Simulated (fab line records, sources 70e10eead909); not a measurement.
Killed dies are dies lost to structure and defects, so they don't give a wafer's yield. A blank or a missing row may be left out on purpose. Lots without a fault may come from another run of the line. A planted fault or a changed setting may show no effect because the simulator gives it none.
Chamber matching | flow nand_harc | NHARC_A_STAIRCASE_DEP_325 on pecvd-04: 3 sister chambers
The step deposits SiO2, target thk 3800 nm. 3 wafers are shown with their chamber, then 11 later ones without.

WAFERS WITH THEIR CHAMBER
wafer  | chamber | heater_power_w (W)
L084.4 | 0       | 687
L085.3 | 1       | 713
L087.1 | 2       | 597

WAFERS WITHOUT THEIR CHAMBER
wafer  | heater_power_w (W)
L087.3 | 842
L087.5 | 626
L091.1 | 725
L091.3 | 846
L091.4 | 692
L092.2 | 685
L092.4 | 607
L092.5 | 594
L095.1 | 657
L095.2 | 697
L095.4 | 606

WHICH CHAMBER EACH WENT THROUGH
wafer  | from the rows above          | in truth
L087.3 | can't be placed: 1 or 0      | 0
L087.5 | can't be placed: 2 or 0 or 1 | 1
L091.1 | can't be placed: 1 or 0      | 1
L091.3 | can't be placed: 1 or 0      | 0
L091.4 | can't be placed: 0 or 1 or 2 | 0
L092.2 | can't be placed: 0 or 1 or 2 | 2
L092.4 | can't be placed: 2 or 0 or 1 | 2
L092.5 | can't be placed: 2 or 0      | 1
L095.1 | can't be placed: 0 or 1 or 2 | 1
L095.2 | can't be placed: 0 or 1 or 2 | 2
L095.4 | can't be placed: 2 or 0 or 1 | 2
Placed correctly: 0 of 11. Can't be placed from these rows: 11 (the true chamber is among the candidates in 10). Placed wrongly: 0.
How it was worked out, from the rows above alone: a wafer's distance from a chamber is the root of the sum, over the readings, of the square of ((its reading less the chamber's mean) divided by the reading's scatter). The wafer belongs to the nearest chamber; if the next one is less than 2 further off, it can't be placed. A chamber's mean is the mean of its shown wafers. The scatter: with one shown wafer a chamber, the root of the mean of the squares of how far each hidden wafer lies from its nearest shown one.
